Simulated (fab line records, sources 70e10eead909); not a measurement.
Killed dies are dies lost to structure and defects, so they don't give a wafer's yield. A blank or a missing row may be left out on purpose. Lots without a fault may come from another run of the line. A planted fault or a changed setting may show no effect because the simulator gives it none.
Which tool did it? | flow nand_harc | 13 lots, 39 wafers sampled, at 6 steps of a route of 1159

WHAT THE GAUGES READ, wafer by wafer
NHARC_P_START_INSPECT_01.
lot  | measured    | on                | raw_defect_count
L966 | day 1 12:02 | defect_inspect-01 | 3 5 4
L968 | day 2 00:02 | defect_inspect-02 | 4 5 2
L969 | day 2 06:02 | defect_inspect-01 | 1 3 3
L970 | day 2 12:02 | defect_inspect-02 | 2 7 1
L972 | day 3 00:03 | defect_inspect-02 | 0 5 9
L975 | day 3 18:02 | defect_inspect-02 | 4 7 1
L977 | day 4 06:02 | defect_inspect-01 | 4 2 2
L979 | day 4 18:02 | defect_inspect-02 | 4 3 3
L980 | day 5 00:02 | defect_inspect-02 | 3 4 5
L981 | day 5 06:02 | defect_inspect-01 | 0 3 2
L987 | day 6 18:02 | defect_inspect-01 | 8 3 1
L988 | day 7 00:02 | defect_inspect-01 | 1 3 6
L989 | day 7 06:02 | defect_inspect-01 | 2 10 4

NHARC_P_ZERO_WELL_CD_MEAS_24: target cd 720 nm.
lot  | measured    | on        | cd_nm (nm)
L966 | day 1 14:29 | cd_sem-02 | 716.9 718.3 719.4
L968 | day 2 02:37 | cd_sem-02 | 719.5 718.6 720.8
L969 | day 2 08:27 | cd_sem-03 | 719.9 720.2 718.5
L970 | day 2 14:28 | cd_sem-03 | 718.4 719.5 719.0
L972 | day 3 02:29 | cd_sem-03 | 716.9 718.6 720.5
L975 | day 3 20:35 | cd_sem-03 | 717.2 716.5 720.8
L977 | day 4 08:37 | cd_sem-02 | - - -
L979 | day 4 20:36 | cd_sem-02 | 721.4 722.6 722.1
L980 | day 5 02:20 | cd_sem-03 | 721.2 716.5 721.2
L981 | day 5 08:28 | cd_sem-01 | 721.1 719.0 719.7
L987 | day 6 20:28 | cd_sem-01 | 719.5 716.1 717.0
L988 | day 7 02:35 | cd_sem-02 | 720.8 718.5 721.7
L989 | day 7 08:40 | cd_sem-03 | 718.1 717.5 718.6

NHARC_P_STI_CD_MEAS_16.
lot  | measured    | on        | cd_nm (nm)
L966 | day 2 11:33 | cd_sem-01 | 194.0 197.1 196.0
L968 | day 2 23:34 | cd_sem-01 | 201.6 201.3 200.1
L969 | day 3 08:37 | cd_sem-01 | 199.3 198.1 197.2
L970 | day 3 08:38 | cd_sem-01 | 198.9 203.1 202.6
L972 | day 3 23:28 | cd_sem-01 | 197.4 199.4 202.4
L975 | day 4 17:44 | cd_sem-03 | 201.4 201.7 202.3
L979 | day 5 14:34 | cd_sem-01 | 203.9 204.3 201.8
L980 | day 5 23:43 | cd_sem-02 | 199.2 200.6 200.5
L981 | day 6 05:51 | cd_sem-02 | 195.1 198.6 196.5
L987 | day 7 17:20 | cd_sem-02 | 196.7 198.1 199.0
L988 | day 8 02:04 | cd_sem-01 | 200.5 200.4 199.7
L989 | day 8 05:40 | cd_sem-01 | 201.1 201.6 202.5

NHARC_END_SORT_01.
lot  | measured     | on        | killed_at_array | killed_at_other | killed_at_periphery | killed_dies | killed_open | killed_short
L977 | day 26 23:06 | prober-02 | 16 22 25        | 0 0 0           | 661 655 652         | 677 677 677 | 2 1 3       | 3 2 2

WHICH TOOL RAN EACH LOT (tool, then ch and the chambers of the sampled wafers, then the start)
lot  | NHARC_P_ZERO_WELL_ETCH_62                    | NHARC_P_ZERO_WELL_EXPOSE_21
L966 | rie_diel-10 ch 2,3, day 1 14:20 or earlier   | krf_scanner-01 ch 0, day 1 14:20
L968 | rie_diel-03 ch 0,2,3, day 2 02:27 or earlier | krf_scanner-01 ch 0, day 2 02:27
L969 | rie_diel-10 ch 0,1,3, day 2 08:18 or earlier | krf_scanner-01 ch 0, day 2 08:18
L970 | rie_diel-09 ch 1,2,3, day 2 14:19 or earlier | krf_scanner-01 ch 0, day 2 14:19
L972 | rie_diel-09 ch 0,1,2, day 3 02:21 or earlier | krf_scanner-03 ch 0, day 3 02:21
L975 | rie_diel-03 ch 0,2,3, day 3 20:26 or earlier | krf_scanner-01 ch 0, day 3 20:26
L977 | rie_diel-10 ch 2,3, day 4 08:28 or earlier   | krf_scanner-01 ch 0, day 4 08:28
L979 | rie_diel-10 ch 0,2,3, day 4 20:26 or earlier | krf_scanner-01 ch 0, day 4 20:26
L980 | rie_diel-03 ch 0,1,2, day 5 02:11 or earlier | krf_scanner-01 ch 0, day 5 02:11
L981 | rie_diel-10 ch 0,2,3, day 5 08:18 or earlier | krf_scanner-03 ch 0, day 5 08:18
L987 | rie_diel-03 ch 0,2,3, day 6 20:19 or earlier | krf_scanner-02 ch 0, day 6 20:19
L988 | rie_diel-03 ch 0,1,3, day 7 02:26 or earlier | krf_scanner-01 ch 0, day 7 02:26
L989 | rie_diel-10 ch 0,3, day 7 08:31 or earlier   | krf_scanner-01 ch 0, day 7 08:31
- NHARC_P_ZERO_WELL_ETCH_62: etches the open film in CHF3/Ar, target depth 13 nm, time 6.5 s.
- NHARC_P_ZERO_WELL_EXPOSE_21: exposes mask P NWELL, target cd 720 nm.

WHAT THE TOOLS THEMSELVES READ (means of the sampled wafers that have a number; where no wafer has one, the mark that the record gives instead)
NHARC_P_ZERO_WELL_ETCH_62.
lot  | tool        | drypump_motor_current_A (A) | oes_product_au (a.u.) | rf_vpp_V (V) | showerhead_plenum_p_Torr (Torr) | throttle_valve_pct (%)
L966 | rie_diel-10 | 5.4                         | 0.939                 | 371.0        | 2.39                            | 20.217
L968 | rie_diel-03 | 5.5                         | 0.955                 | 371.6        | 2.40                            | 20.221
L969 | rie_diel-10 | 5.3                         | 0.972                 | 369.8        | 2.33                            | 20.219
L970 | rie_diel-09 | 5.5                         | 0.968                 | 371.0        | 2.39                            | 20.217
L972 | rie_diel-09 | 5.9                         | 0.966                 | 371.9        | 2.39                            | 20.216
L975 | rie_diel-03 | 5.5                         | 0.971                 | 372.1        | 2.40                            | 20.216
L977 | rie_diel-10 | 5.1                         | 0.956                 | 369.8        | 2.29                            | 20.213
L979 | rie_diel-10 | 5.5                         | 0.962                 | 371.5        | 2.35                            | 20.219
L980 | rie_diel-03 | 5.9                         | 0.918                 | 371.6        | 2.41                            | 20.220
L981 | rie_diel-10 | 5.5                         | 0.973                 | 370.2        | 2.35                            | 20.209
L987 | rie_diel-03 | 5.5                         | 0.961                 | 371.5        | 2.40                            | 20.211
L988 | rie_diel-03 | 5.3                         | 0.926                 | 369.4        | 2.33                            | 20.225
L989 | rie_diel-10 | 5.5                         | 0.973                 | 370.7        | 2.31                            | 20.215

THE ANSWER, worked out from the rows above alone
Rule: what is usual is taken from the lots themselves. Put in order of their means at a reading, lots are off if they are a third of the lots or fewer, leave a main group of 4 or more, and stand apart from it by a gap of 3 or more times the standard deviation of the main group's means; of several such gaps the widest counts. A main group whose means are all the same, to the digits that the tables above print for the reading, isn't used. A lot without any number at a reading at which 4 lots or more have one is off too. The other lots that the step has rows for count as sound. The gauges are gone through in route order, then the tools' own readings, and for those a lot's mean is taken as printed above. The first step at which some lot is off is used, and at that step the reading that is off furthest; a lot without a number counts as furthest.
Off: L977, at NHARC_P_ZERO_WELL_CD_MEAS_24 (cd_nm). Without a number there: L977. The main group: mean 719.2 nm, standard deviation 1.2.
A tool fits if, at a process step before that reading, it ran every lot that is off, and no sound lot after the first of them. The gauges at NHARC_P_ZERO_WELL_CD_MEAS_24 are tried like those tools. NHARC_P_ZERO_WELL_ETCH_62 gives no start for some lots, so the hours and the order of its lots are those of NHARC_P_ZERO_WELL_EXPOSE_21. None of those tried fits.

WHAT THE SIMULATOR HAD PUT IN
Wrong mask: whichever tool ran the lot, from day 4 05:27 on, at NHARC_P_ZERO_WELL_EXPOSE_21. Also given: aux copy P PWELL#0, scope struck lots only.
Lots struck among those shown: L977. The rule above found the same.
